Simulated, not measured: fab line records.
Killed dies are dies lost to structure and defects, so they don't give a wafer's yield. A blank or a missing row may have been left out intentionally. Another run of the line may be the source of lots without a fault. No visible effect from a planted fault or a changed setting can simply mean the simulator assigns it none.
Lot-split experiment + flow n5 finfet + 39 wafers read across 7 lots, on a route 1938 steps long

THE SPLIT
At N5_DUMMY_GATE_ETCH_37 (etches SOC in N2/H2, target depth 60 nm, overetch 30 nm), the setting source w was moved away from the recipe's 840 W on 9 of the 39 wafers read, by -14.6% to +14.9%. For the rest of the wafers, this setting stayed at what the recipe calls for.

The split's own step is where the reading is taken.

THE READING
rf vpp V, in V, at N5_DUMMY_GATE_ETCH_37 (etches SOC in N2/H2, target depth 60 nm, overetch 30 nm). On this fab line, fault-free wafers typically give 524.2 V with a standard deviation of 2.4 V.

| wafer  | tool, chamber at the split | source w as run, W | against the recipe | rf vpp V, V | against lot-mates on the recipe |
|--------|----------------------------|--------------------|--------------------|-------------|---------------------------------|
| L075.1 | rie diel-06, 2             | 840                | recipe             | 522.9       | -                               |
| L075.2 | rie diel-06, 0             | 840                | recipe             | 524.5       | -                               |
| L075.4 | rie diel-06, 0             | 840                | recipe             | 524.0       | -                               |
| L085.1 | rie diel-06, 2             | 840                | recipe             | 522.7       | -                               |
| L085.2 | rie diel-06, 1             | 717.4              | -14.6%             | 555.2       | +29.9                           |
| L085.3 | rie diel-06, 3             | 840                | recipe             | 526.2       | -                               |
| L085.4 | rie diel-06, 0             | 717.4              | -14.6%             | 553.4       | +28.1                           |
| L085.5 | rie diel-06, 1             | 840                | recipe             | 527.1       | -                               |
| L085.6 | rie diel-06, 0             | 717.4              | -14.6%             | 553.2       | +27.9                           |
| L088.1 | rie diel-06, 1             | 840                | recipe             | 526.8       | -                               |
| L088.2 | rie diel-06, 3             | 840                | recipe             | 525.2       | -                               |
| L088.3 | rie diel-06, 0             | 840                | recipe             | 524.3       | -                               |
| L088.4 | rie diel-06, 2             | 840                | recipe             | 524.7       | -                               |
| L088.5 | rie diel-06, 1             | 840                | recipe             | 526.3       | -                               |
| L088.6 | rie diel-06, 0             | 840                | recipe             | 523.6       | -                               |
| L090.1 | rie diel-06, 1             | 840                | recipe             | 525.7       | -                               |
| L090.2 | rie diel-06, 2             | 965.3              | +14.9%             | 498.1       | -26.6                           |
| L090.3 | rie diel-06, 0             | 965.3              | +14.9%             | 501.2       | -23.5                           |
| L090.4 | rie diel-06, 3             | 840                | recipe             | 524.7       | -                               |
| L090.5 | rie diel-06, 3             | 965.3              | +14.9%             | 501.3       | -23.4                           |
| L090.6 | rie diel-06, 2             | 840                | recipe             | 523.8       | -                               |
| L092.1 | rie diel-06, 1             | 840                | recipe             | 527.3       | -                               |
| L092.2 | rie diel-06, 0             | 840                | recipe             | 525.4       | -                               |
| L092.3 | rie diel-06, 2             | 840                | recipe             | 523.7       | -                               |
| L092.4 | rie diel-06, 3             | 840                | recipe             | 525.8       | -                               |
| L092.5 | rie diel-06, 3             | 840                | recipe             | 525.1       | -                               |
| L092.6 | rie diel-06, 0             | 840                | recipe             | 525.1       | -                               |
| L094.1 | rie diel-03, 1             | 929.2              | +10.6%             | 502.1       | -21.2                           |
| L094.2 | rie diel-03, 0             | 840                | recipe             | 524.1       | -                               |
| L094.3 | rie diel-03, 3             | 840                | recipe             | 523.1       | -                               |
| L094.4 | rie diel-03, 2             | 929.2              | +10.6%             | 511.0       | -12.3                           |
| L094.5 | rie diel-03, 1             | 929.2              | +10.6%             | 502.4       | -20.9                           |
| L094.6 | rie diel-03, 0             | 840                | recipe             | 522.6       | -                               |
| L095.1 | rie diel-05, 2             | 840                | recipe             | 524.5       | -                               |
| L095.2 | rie diel-05, 0             | 840                | recipe             | 521.0       | -                               |
| L095.3 | rie diel-05, 1             | 840                | recipe             | 524.3       | -                               |
| L095.4 | rie diel-05, 3             | 840                | recipe             | 528.4       | -                               |
| L095.5 | rie diel-05, 3             | 840                | recipe             | 528.8       | -                               |
| L095.6 | rie diel-05, 0             | 840                | recipe             | 521.2       | -                               |

THE FIT
A straight line over all 39 wafers: rf vpp V changes by -1.83 V for each +1% of source w; r = -0.98; the points scatter about the line by 2.3 V.
The same after taking each lot's own level away (the mean of its wafers on the recipe; 39 wafers): -1.79 V for each +1%; r = -0.98; scatter 2.2 V.
That fit puts the effect of the largest move of source w on the reading at 27 V.
From 523.27 to 525.40 V: that is the span of the lots' own levels, equal to 0.9 times the standard deviation above.
The two slopes are in agreement: the lot-to-lot level therefore moves the slope only a little.
Check: with one of the wafers moved furthest among these (+14.9%) left out of the fit, the line predicts -26.2 V for it against its lot-mates. It came out at -26.6 V against them.
Tool readings at the split's step, against how far the setting was moved: rf vpp V r = -0.98.

THE OTHER SPLITS THESE WAFERS WENT THROUGH
These wafers also went through other splits before the reading. Each is held against what the fit with the lots' levels taken away leaves over:
| other split on the same wafers | wafers away from the commonest value | r with rf vpp V (lot level and that fit taken away) |
|--------------------------------|--------------------------------------|-----------------------------------------------------|
| N5_FIN_SAQP_ETCH_52 source w   | 12                                   | +0.13                                               |

FILE'S OWN FIT
rf vpp V changes by -1.78 V for each +1% of source w, r = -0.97.
